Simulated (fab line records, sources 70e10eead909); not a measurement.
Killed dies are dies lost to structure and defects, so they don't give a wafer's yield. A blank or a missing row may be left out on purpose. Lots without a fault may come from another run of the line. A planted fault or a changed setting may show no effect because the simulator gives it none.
fab line records | flow nand_harc | part 1 of 2: steps 1 to 14 of 20
record lots=5 wafers=15 last_day=33
route steps=1302 shown A_STAIRCASE@662
lots that met no fault: from a run of the same line without faults
start_h: hours from the record's first day to the start of the lot's first wafer shown | wait_h: hours since the lot's step before | " the same as in the row above | L1.1+2: a row that stands for several wafers | - no value, or no start given | * or withheld: withheld | < > ~ a bound
route shown NAME@n: a module of which the file shows steps, and the number in the route of the first | usual: mean/standard deviation of fault-free wafers | same: alike in all rows | chamber/n: place in a boat | sites: the reading at each site | _std_site: their standard deviation | _edge_site: outer sites' mean less inner sites' | radius_mm: how far each site lies from the wafer's centre | mask NAME#n: copy n | behind: the tool/chamber that last shaped the wafer | hold: why the lot was held/for how many hours/how that ended | device: the transistor (n, p or np) that didn't switch | end of line: the same wafers' tests at the end of the route | a step without rows: its recipe alone | killed: dies lost to structure and defects at the first sort, not the wafer's yield | map: a wafer's dies, x killed, . not, _ none there
set.NAME: the setting as run; set.NAME@STEP: as run at that earlier step | model.NAME: the simulator's own value behind a step, which no gauge read
lots at some steps of the route; a table a step, a row a wafer
services: from which hour (start_h, from the record's first day; less than 0 if before it) a tool's chamber was out of use, for how many hours, and why
## steps
# step NHARC_A_STAIRCASE_EXPOSE_06
# recipe na=0.5 dose_mj=25.43 mask_id=STAIR
# columns lot.wafer tool chamber start_h wait_h mask
L078.1+3+6 krf_scanner-04 0 403.42 - STAIR#0
L081.2+5+6 krf_scanner-03 0 440.13 - STAIR#0
L095.2+5+6 krf_scanner-03 0 553.47 - STAIR#0
L094.2+5+6 krf_scanner-04 0 554.24 - STAIR#0
L096.2+3+5 krf_scanner-02 0 570.96 - STAIR#0
# step NHARC_A_STAIRCASE_PEB_07
# recipe peb_temp_c=115 peb_time_s=130
# usual exhaust_pa=44.9/0.9 resist_line_temp_C=23.02/0.1
# columns lot.wafer tool chamber start_h wait_h exhaust_pa resist_line_temp_C
L078.1 litho_track-07 0 403.49 0.1 44.2 23.02
L078.3 " 0 " " 44.8 23.02
L078.6 " 0 " " 44.5 22.96
L081.2 litho_track-07 0 440.19 0.1 43.4 23.13
L081.5 " 0 " " 44.2 23.13
L081.6 " 0 " " 45.4 22.95
L095.2 litho_track-03 0 553.53 0.1 43.2 23.10
L095.5 " 0 " " 43.7 23.14
L095.6 " 0 " " 44.5 23.03
L094.2 litho_track-07 0 554.30 0.1 45.0 22.96
L094.5 " 0 " " 45.2 22.91
L094.6 " 0 " " 46.3 22.96
L096.2 litho_track-03 0 571.03 0.1 44.4 22.92
L096.3 " 0 " " 45.0 23.01
L096.5 " 0 " " 45.4 23.17
# step NHARC_A_STAIRCASE_DEVELOP_08
# recipe time_s=140
# usual exhaust_pa=45.1/0.93 resist_line_temp_C=22.99/0.11
# columns lot.wafer tool chamber start_h wait_h exhaust_pa resist_line_temp_C
L078.1 litho_track-07 0 - - 45.3 22.94
L078.3 " 0 " " 44.2 23.01
L078.6 " 0 " " 44.2 23.00
L081.2 litho_track-07 0 - - 44.8 23.19
L081.5 " 0 " " 45.0 23.33
L081.6 " 0 " " 45.5 23.18
L095.2 litho_track-03 0 - - 45.0 23.14
L095.5 " 0 " " 44.8 23.03
L095.6 " 0 " " 44.5 23.00
L094.2 litho_track-07 0 - - 46.6 23.02
L094.5 " 0 " " 46.3 22.99
L094.6 " 0 " " 46.6 22.89
L096.2 litho_track-03 0 - - 44.5 23.07
L096.3 " 0 " " 46.1 23.17
L096.5 " 0 " " 44.9 22.88
# step NHARC_A_STAIRCASE_HARDBAKE_10
# recipe temp_c=120 time_s=140
# usual exhaust_pa=44.8/0.94 resist_line_temp_C=22.98/0.1
# columns lot.wafer tool chamber start_h wait_h exhaust_pa resist_line_temp_C
L078.1 litho_track-07 0 403.71 - 44.0 22.93
L078.3 " 0 " " 43.8 23.16
L078.6 " 0 " " 44.7 22.94
L081.2 litho_track-03 0 440.41 - 44.4 22.94
L081.5 " 0 " " 44.9 23.02
L081.6 " 0 " " 44.0 22.97
L095.2 litho_track-07 0 553.75 - 46.6 23.04
L095.5 " 0 " " 45.8 23.06
L095.6 " 0 " " 47.1 23.28
L094.2 litho_track-03 0 554.53 - 46.0 23.05
L094.5 " 0 " " 44.7 22.96
L094.6 " 0 " " 44.8 23.01
L096.2 litho_track-05 0 571.25 - 44.4 22.79
L096.3 " 0 " " 45.2 22.87
L096.5 " 0 " " 45.7 22.84
# step NHARC_A_STAIRCASE_DESCUM_11
# recipe time_s=3 o2_flow_sccm=200 ar_flow_sccm=0 bias_power_w=0 chemistry=O2
# usual chamber_pressure_mTorr=60.00/0.055 drypump_motor_current_A=6.0/0.56 oes_product_au=0.999/0.0078 rf_vpp_V=57.8/0.79 showerhead_plenum_p_Torr=1.92/0.093 throttle_valve_pct=11.310/0.0083
# columns lot.wafer tool chamber start_h wait_h chamber_pressure_mTorr drypump_motor_current_A oes_product_au rf_hours_counter_h rf_vpp_V showerhead_plenum_p_Torr throttle_valve_pct
L078.1 rie_diel-08 1 403.80 - 59.96 6.5 1.008 8 57.6 1.87 11.324
L078.3 " 2 " " 60.00 5.5 0.995 10 57.8 1.93 11.320
L078.6 " 2 " " 60.05 5.5 0.996 - 59.1 1.93 11.312
L081.2 rie_diel-13 3 443.14 - 60.02 5.8 0.987 24 58.4 1.94 11.312
L081.6 " 1 " " 59.91 6.6 0.998 - 58.4 1.79 11.313
L081.5 " 2 " " 60.01 6.0 1.000 - 58.7 2.07 11.304
L095.2 rie_diel-13 0 553.84 - 60.01 5.1 0.987 8 57.1 1.89 11.301
L095.6 " 0 " " 60.00 5.1 0.989 - 56.8 1.89 11.318
L095.5 " 1 " " 59.98 6.7 1.000 - 57.6 1.78 11.314
L094.2 rie_diel-11 1 554.63 - 59.99 6.1 0.998 35 58.1 1.85 11.303
L094.5 " 3 " " 59.97 6.1 0.996 - 58.2 1.92 11.321
L094.6 " 0 " " 59.95 6.2 1.005 - 56.7 1.78 11.309
L096.2 rie_diel-08 0 571.34 - 59.98 4.8 1.003 5 57.4 2.05 11.300
L096.3 " 2 " " 60.05 5.5 1.009 4 58.0 1.91 11.311
L096.5 " 3 " " 60.06 6.3 0.989 - 58.6 2.03 11.307
# step NHARC_A_STAIRCASE_TRIM_12
# recipe time_s=211.2 o2_flow_sccm=500 ar_flow_sccm=0 bias_w=0 chemistry=O2
# usual chamber_pressure_mTorr=60.00/0.055 drypump_motor_current_A=6.0/0.57 oes_product_au=0.998/0.0088 rf_vpp_V=57.8/0.88 showerhead_plenum_p_Torr=3.53/0.15 throttle_valve_pct=17.036/0.0099
# same bias_w=0
# columns lot.wafer tool chamber start_h wait_h chamber_pressure_mTorr drypump_motor_current_A oes_product_au rf_hours_counter_h rf_vpp_V showerhead_plenum_p_Torr throttle_valve_pct
L078.3 rie_diel-08 1 403.89 0.1 60.03 6.5 1.017 8 57.8 3.45 17.047
L078.1 " 2 " " 59.95 5.5 1.002 10 56.9 3.56 17.044
L078.6 " 2 " " 60.05 5.5 1.004 - 56.3 3.56 17.043
L081.2 rie_diel-13 0 443.32 0.2 59.86 5.1 0.992 25 57.5 3.50 17.043
L081.5 " 3 " " 60.10 5.8 1.001 - 58.3 3.57 17.045
L081.6 " 0 " " 59.95 5.1 0.998 - 57.7 3.50 17.041
L095.2 rie_diel-13 0 553.92 0.1 60.10 5.1 0.993 8 57.9 3.48 17.039
L095.6 " 0 " " 59.99 5.0 0.992 - 57.5 3.48 17.018
L095.5 " 1 " " 59.95 6.7 1.008 - 58.8 3.30 17.038
L094.2 rie_diel-11 2 554.73 0.1 60.07 6.6 1.004 37 57.4 3.45 17.024
L094.6 " 0 " " 60.07 6.2 0.998 - 58.1 3.29 17.039
L094.5 " 1 " " 60.08 6.2 0.999 - 57.5 3.42 17.016
L096.2 rie_diel-08 0 571.44 0.1 59.96 4.9 0.989 5 59.3 3.77 17.026
L096.3 " 3 " " 59.98 6.3 1.001 5 56.5 3.73 17.026
L096.5 " 1 " " 60.01 6.5 1.023 - 57.3 3.42 17.027
# step NHARC_A_STAIRCASE_ETCH_13
# recipe target_depth_a=1000 time_s=40.5 ion_energy_ev=400 c4f8_flow_sccm=20 o2_flow_sccm=10 ar_flow_sccm=withheld rf_w=600 bias_w=1000 chemistry=C4F8/O2
# usual bias_w=1000.0/2.9 chamber_pressure_mTorr=25.002/0.021 oes_product_au=0.941/0.014 rf_vpp_V=896/5.6
# columns lot.wafer tool chamber start_h wait_h bias_w chamber_pressure_mTorr oes_product_au rf_hours_counter_h rf_vpp_V
L078.3 rie_diel-08 2 - - 999.9 24.979 0.938 10 897
L078.1 " 0 " " 996.8 24.988 0.960 12 905
L078.6 " 1 " " 1003.9 24.984 0.940 - 894
L081.2 rie_diel-13 0 - - 998.2 25.038 0.925 26 894
L081.5 " 3 " " 996.8 24.986 0.926 - 896
L081.6 " 0 " " 996.8 25.012 0.926 - 895
L095.2 rie_diel-13 2 - - 1001.0 24.986 0.945 6 905
L095.5 " 0 " " 997.7 25.014 0.915 - 895
L095.6 " 1 " " 1007.1 25.032 0.932 - 887
L094.2 rie_diel-11 3 - - 1004.2 24.983 0.955 35 895
L094.5 " 2 " " 999.3 25.007 0.970 - 894
L094.6 " 3 " " 1002.8 24.991 0.954 - 897
L096.2 rie_diel-08 1 - - 995.6 25.023 0.947 2 893
L096.3 " 0 " " 1002.1 25.037 0.925 5 904
L096.5 " 1 " " 995.9 25.019 0.936 - 893
# step NHARC_A_STAIRCASE_TRIM_14
# recipe time_s=211.2 o2_flow_sccm=500 ar_flow_sccm=0 bias_w=0 chemistry=O2
# usual chamber_pressure_mTorr=60.00/0.052 drypump_motor_current_A=6.0/0.54 oes_product_au=0.999/0.0089 rf_vpp_V=57.8/0.9 showerhead_plenum_p_Torr=3.53/0.15 throttle_valve_pct=17.037/0.0082
# same bias_w=0
# columns lot.wafer tool chamber start_h wait_h chamber_pressure_mTorr drypump_motor_current_A oes_product_au rf_hours_counter_h rf_vpp_V showerhead_plenum_p_Torr throttle_valve_pct
L078.3 rie_diel-08 2 - - 60.00 5.5 1.003 10 58.7 3.56 17.039
L078.1 " 3 " " 60.09 6.3 1.008 12 59.0 3.77 17.057
L078.6 " 2 " " 59.86 5.5 0.999 - 57.6 3.56 17.032
L081.2 rie_diel-13 2 - - 59.97 6.0 0.998 27 59.4 3.79 17.045
L081.5 " 1 " " 60.03 6.7 0.999 - 56.3 3.32 17.039
L081.6 " 2 " " 59.97 6.0 1.006 - 58.3 3.79 17.023
L095.2 rie_diel-13 3 - - 60.02 5.8 0.987 6 57.8 3.55 17.044
L095.5 " 3 " " 60.00 5.8 0.992 - 56.4 3.55 17.047
L095.6 " 0 " " 60.02 5.0 0.998 - 57.9 3.48 17.044
L094.2 rie_diel-11 0 - - 60.08 6.2 0.996 32 56.0 3.29 17.034
L094.6 " 0 " " 60.04 6.2 0.997 - 57.0 3.29 17.036
L094.5 " 1 " " 59.90 6.2 1.009 - 59.2 3.42 17.046
L096.3 rie_diel-08 2 - - 60.03 5.5 1.009 4 58.2 3.53 17.031
L096.2 " 3 " " 59.94 6.3 0.977 5 58.4 3.73 17.031
L096.5 " 1 " " 60.05 6.5 1.007 - 57.4 3.42 17.044
# step NHARC_A_STAIRCASE_ETCH_15
# recipe target_depth_a=1000 time_s=40.5 ion_energy_ev=400 c4f8_flow_sccm=20 o2_flow_sccm=10 ar_flow_sccm=withheld rf_w=600 bias_w=1000 chemistry=C4F8/O2
# usual bias_w=1000.1/2.9 chamber_pressure_mTorr=25.002/0.022 oes_product_au=0.942/0.011 rf_vpp_V=896/5.8
# columns lot.wafer tool chamber start_h wait_h bias_w chamber_pressure_mTorr oes_product_au rf_hours_counter_h rf_vpp_V
L078.3 rie_diel-08 0 - - 1001.2 25.001 0.956 12 907
L078.1 " 1 " " 999.0 25.002 0.945 9 893
L078.6 " 3 " " 1000.2 24.973 0.943 - 906
L081.2 rie_diel-13 0 - - 1000.9 24.970 0.910 26 895
L081.5 " 3 " " 1002.3 24.976 0.931 - 898
L081.6 " 0 " " 998.4 25.016 0.920 - 895
L095.2 rie_diel-13 3 - - 1000.1 24.985 0.926 6 898
L095.5 " 0 " " 1001.1 24.981 0.921 - 895
L095.6 " 1 " " 1003.9 25.022 0.958 - 888
L094.2 rie_diel-11 3 - - 1002.1 25.003 0.943 35 897
L094.5 " 1 " " 997.5 25.036 0.928 - 893
L094.6 " 2 " " 996.7 24.976 0.936 - 892
L096.3 rie_diel-08 1 - - 1001.9 24.984 0.953 2 892
L096.2 " 0 " " 1001.1 25.022 0.956 5 904
L096.5 " 2 " " 1002.3 25.031 0.962 - 896
# step NHARC_A_STAIRCASE_TRIM_16
# recipe time_s=211.2 o2_flow_sccm=500 ar_flow_sccm=0 bias_w=0 chemistry=O2
# usual chamber_pressure_mTorr=60.00/0.058 drypump_motor_current_A=6.0/0.55 oes_product_au=0.998/0.0088 rf_vpp_V=57.8/0.88 showerhead_plenum_p_Torr=3.54/0.16 throttle_valve_pct=17.037/0.0096
# same bias_w=0
# columns lot.wafer tool chamber start_h wait_h chamber_pressure_mTorr drypump_motor_current_A oes_product_au rf_hours_counter_h rf_vpp_V showerhead_plenum_p_Torr throttle_valve_pct
L078.1 rie_diel-08 0 - - 59.95 4.9 1.006 12 58.8 3.80 17.044
L078.3 " 2 " " 59.92 5.5 0.992 10 57.7 3.56 17.043
L078.6 " 0 " " 60.03 4.9 1.000 - 57.4 3.80 17.024
L081.2 rie_diel-13 1 - - 60.01 6.7 0.996 29 56.4 3.32 17.040
L081.5 " 2 " " 60.09 6.1 1.018 - 58.1 3.79 17.028
L081.6 " 3 " " 59.91 5.8 0.988 - 58.1 3.57 17.030
L095.2 rie_diel-13 3 - - 60.03 5.9 0.991 6 57.4 3.55 17.047
L095.6 " 1 " " 60.00 6.6 0.998 - 57.0 3.30 17.044
L095.5 " 2 " " 59.96 6.0 1.020 - 57.5 3.78 17.052
L094.2 rie_diel-11 0 - - 60.04 6.2 1.001 32 57.4 3.29 17.024
L094.6 " 0 " " 60.05 6.2 1.002 - 56.4 3.29 17.045
L094.5 " 1 " " 59.95 6.2 1.010 - 57.9 3.42 17.041
L096.2 rie_diel-08 3 - - 60.02 6.3 0.980 5 57.3 3.73 17.038
L096.3 " 1 " " 60.03 6.5 1.007 2 57.4 3.42 17.030
L096.5 " 3 " " 59.90 6.3 0.990 - 59.1 3.73 17.042
# step NHARC_A_STAIRCASE_ETCH_17
# recipe target_depth_a=1000 time_s=40.5 ion_energy_ev=400 c4f8_flow_sccm=20 o2_flow_sccm=10 ar_flow_sccm=withheld rf_w=600 bias_w=1000 chemistry=C4F8/O2
# usual bias_w=999.8/2.9 chamber_pressure_mTorr=25.00/0.031 oes_product_au=0.941/0.0098 rf_vpp_V=896/6
# columns lot.wafer tool chamber start_h wait_h bias_w chamber_pressure_mTorr oes_product_au rf_hours_counter_h rf_vpp_V
L078.1 rie_diel-08 3 - - 999.4 25.01 0.926 12 903
L078.3 " 1 " " 999.9 25.04 0.942 9 892
L078.6 " 0 " " 1000.0 24.99 0.938 - 906
L081.2 rie_diel-13 0 - - 1002.4 24.97 0.950 27 896
L081.5 " 2 " " 999.2 25.02 0.956 - 905
L081.6 " 3 " " 996.5 25.03 0.941 - 897
L095.2 rie_diel-13 1 - - 1000.6 25.01 0.949 8 888
L095.6 " 2 " " 1000.0 24.98 0.955 - 905
L095.5 " 3 " " 1000.9 25.03 0.940 - 897
L094.2 rie_diel-11 1 - - 996.7 25.00 0.933 36 892
L094.5 " 0 " " 1002.0 24.97 0.928 - 886
L094.6 " 1 " " 1003.0 25.00 0.936 - 892
L096.3 rie_diel-08 0 - - 999.5 25.03 0.947 5 903
L096.2 " 2 " " 994.2 25.00 0.946 4 896
L096.5 " 1 " " 1003.5 24.99 0.963 - 891
# step NHARC_A_STAIRCASE_TRIM_18
# recipe time_s=211.2 o2_flow_sccm=500 ar_flow_sccm=0 bias_w=0 chemistry=O2
# usual chamber_pressure_mTorr=60.00/0.053 drypump_motor_current_A=6.0/0.56 oes_product_au=0.999/0.0094 rf_vpp_V=57.8/0.88 showerhead_plenum_p_Torr=3.53/0.16 throttle_valve_pct=17.035/0.009
# same bias_w=0
# columns lot.wafer tool chamber start_h wait_h chamber_pressure_mTorr drypump_motor_current_A oes_product_au rf_hours_counter_h rf_vpp_V showerhead_plenum_p_Torr throttle_valve_pct
L078.1 rie_diel-08 3 - - 59.95 6.3 0.992 12 58.2 3.77 17.034
L078.3 " 1 " " 60.02 6.5 1.009 9 56.1 3.45 17.040
L078.6 " 3 " " 59.96 6.3 1.003 - 57.2 3.77 17.052
L081.2 rie_diel-13 2 - - 60.06 6.0 1.006 28 58.3 3.79 17.038
L081.6 " 3 " " 60.02 5.9 0.991 - 58.0 3.57 17.033
L081.5 " 0 " " 59.88 5.1 0.983 - 57.7 3.50 17.023
L095.2 rie_diel-13 2 - - 60.02 6.0 0.999 6 59.6 3.77 17.047
L095.6 " 0 " " 59.94 5.0 0.988 - 58.0 3.48 17.026
L095.5 " 1 " " 59.98 6.7 1.004 - 56.9 3.30 17.030
L094.2 rie_diel-11 3 - - 60.01 6.1 0.982 35 59.3 3.55 17.042
L094.6 " 3 " " 60.01 6.1 0.983 - 58.2 3.55 17.034
L094.5 " 0 " " 59.95 6.2 0.989 - 56.6 3.29 17.032
L096.2 rie_diel-08 1 - - 60.00 6.5 1.013 2 57.0 3.42 17.037
L096.3 " 3 " " 60.02 6.3 0.995 5 58.6 3.73 17.033
L096.5 " 2 " " 60.08 5.5 1.019 - 56.5 3.53 17.033
# step NHARC_A_STAIRCASE_ETCH_19
# recipe target_depth_a=1000 time_s=40.5 ion_energy_ev=400 c4f8_flow_sccm=20 o2_flow_sccm=10 ar_flow_sccm=withheld rf_w=600 bias_w=1000 chemistry=C4F8/O2
# usual bias_w=1000/3.2 chamber_pressure_mTorr=25.002/0.022 oes_product_au=0.943/0.01 rf_vpp_V=896/6
# columns lot.wafer tool chamber start_h wait_h bias_w chamber_pressure_mTorr oes_product_au rf_hours_counter_h rf_vpp_V
L078.1 rie_diel-08 0 - - 997 24.974 0.949 12 903
L078.3 " 2 " " 996 24.981 0.945 10 897
L078.6 " 1 " " 1005 24.968 0.955 - 892
L081.2 rie_diel-13 2 - - 999 24.985 0.945 30 905
L081.5 " 0 " " 998 25.014 0.944 - 895
L081.6 " 1 " " 1001 24.956 0.944 - 886
L095.2 rie_diel-13 2 - - 997 25.009 0.949 6 905
L095.6 " 1 " " 999 25.042 0.942 - 887
L095.5 " 2 " " 1003 24.989 0.955 - 906
L094.2 rie_diel-11 2 - - 1002 25.004 0.925 38 894
L094.5 " 3 " " 997 24.978 0.941 - 897
L094.6 " 0 " " 1002 24.989 0.931 - 887
L096.3 rie_diel-08 2 - - 1001 24.996 0.955 5 897
L096.2 " 3 " " 1000 24.989 0.945 5 902
L096.5 " 3 " " 1002 24.989 0.943 - 904
# step NHARC_A_STAIRCASE_TRIM_20
# recipe time_s=211.2 o2_flow_sccm=500 ar_flow_sccm=0 bias_w=0 chemistry=O2
# usual chamber_pressure_mTorr=60.00/0.057 drypump_motor_current_A=5.9/0.56 oes_product_au=0.999/0.0091 rf_vpp_V=57.7/0.94 showerhead_plenum_p_Torr=3.53/0.15 throttle_valve_pct=17.038/0.0088
# same bias_w=0
# columns lot.wafer tool chamber start_h wait_h chamber_pressure_mTorr drypump_motor_current_A oes_product_au rf_hours_counter_h rf_vpp_V showerhead_plenum_p_Torr throttle_valve_pct
L078.3 rie_diel-13 3 404.92 0.1 60.03 5.8 1.001 13 57.3 3.57 17.034
L078.1 " 0 " " 60.07 5.1 0.998 13 57.7 3.51 17.039
L078.6 " 3 " " 60.00 5.8 1.004 - 58.0 3.57 17.035
L081.2 rie_diel-11 1 447.07 0.1 60.04 6.2 0.999 0 57.4 3.44 17.030
L081.6 " 0 " " 59.92 6.2 1.004 - 57.0 3.31 17.041
L081.5 " 1 " " 60.06 6.2 1.008 - 56.7 3.44 17.034
L095.2 rie_diel-13 1 555.02 0.1 60.01 6.7 1.010 8 57.6 3.30 17.019
L095.5 " 2 " " 60.13 6.0 1.010 - 57.2 3.77 17.036
L095.6 " 3 " " 60.04 5.8 0.994 - 57.3 3.55 17.036
L094.2 rie_diel-11 3 555.74 0.1 60.08 6.1 1.002 35 59.1 3.55 17.046
L094.5 " 2 " " 59.98 6.6 1.011 - 57.1 3.45 17.043
L094.6 " 3 " " 60.10 6.1 0.998 - 58.3 3.55 17.048
L096.2 rie_diel-08 0 572.47 0.1 60.00 4.9 0.990 5 58.2 3.77 17.040
L096.3 " 1 " " 60.00 6.5 1.009 2 58.1 3.42 17.022
L096.5 " 0 " " 59.95 4.9 0.996 - 58.9 3.77 17.034
